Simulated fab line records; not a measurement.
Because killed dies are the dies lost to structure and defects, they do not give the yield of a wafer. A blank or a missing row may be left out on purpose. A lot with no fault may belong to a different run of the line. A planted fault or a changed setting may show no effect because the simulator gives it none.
The tool behind it: which one? / flow n5-finfet / 10 lots (28 wafers sampled), 1 step of a 1938-step route

== WHAT EACH GAUGE READ, for each wafer ==
N5_BEOL_M14_CD_MEAS_17: target cd 250 nm.
lot=L893; measured=day 11 16:10; on=cd-sem-03; cd-nm (nm)=247.3 248.4 246.3
lot=L895; measured=day 12 14:03; on=cd-sem-03; cd-nm (nm)=247.0 247.3 248.6
lot=L898; measured=day 12 23:07; on=cd-sem-01; cd-nm (nm)=246.7 250.0 247.1
lot=L897; measured=day 13 11:44; on=cd-sem-01; cd-nm (nm)=251.0 251.1
lot=L899; measured=day 13 12:31; on=cd-sem-02; cd-nm (nm)=247.0 250.2
lot=L907; measured=day 15 07:23; on=cd-sem-03; cd-nm (nm)=253.1 250.5 248.4
lot=L905; measured=day 15 07:27; on=cd-sem-01; cd-nm (nm)=249.4 251.6 246.6
lot=L909; measured=day 15 08:24; on=cd-sem-01; cd-nm (nm)=249.5 247.4 245.6
lot=L908; measured=day 15 09:05; on=cd-sem-01; cd-nm (nm)=252.7 249.8 251.2
lot=L913; measured=day 17 02:30; on=cd-sem-02; cd-nm (nm)=249.6 249.5 245.4

== WHAT TOOL EACH LOT RAN ON (gives the tool, then ch and the chambers of the sampled wafers, and finally the start) ==
The record holds no process step before these readings.

== THE ANSWER, worked out from the rows above alone ==
Rule: usual is defined by the lots themselves. Put in order of their means at a reading, lots are off if they are a third of the lots or fewer, leave a main group of 4 or more, and stand apart from it by a gap of 3 or more times the standard deviation of the main group's means; of several such gaps the widest counts. A main group whose means are all the same, to the digits that the tables above print for the reading, isn't used. A lot without any number at a reading at which 4 lots or more have one is off too. All remaining lots with rows at the step are treated as sound.
No lot is off at any reading shown: from this, nothing can be told.

== WHAT HAD BEEN PUT IN BY THE SIMULATOR ==
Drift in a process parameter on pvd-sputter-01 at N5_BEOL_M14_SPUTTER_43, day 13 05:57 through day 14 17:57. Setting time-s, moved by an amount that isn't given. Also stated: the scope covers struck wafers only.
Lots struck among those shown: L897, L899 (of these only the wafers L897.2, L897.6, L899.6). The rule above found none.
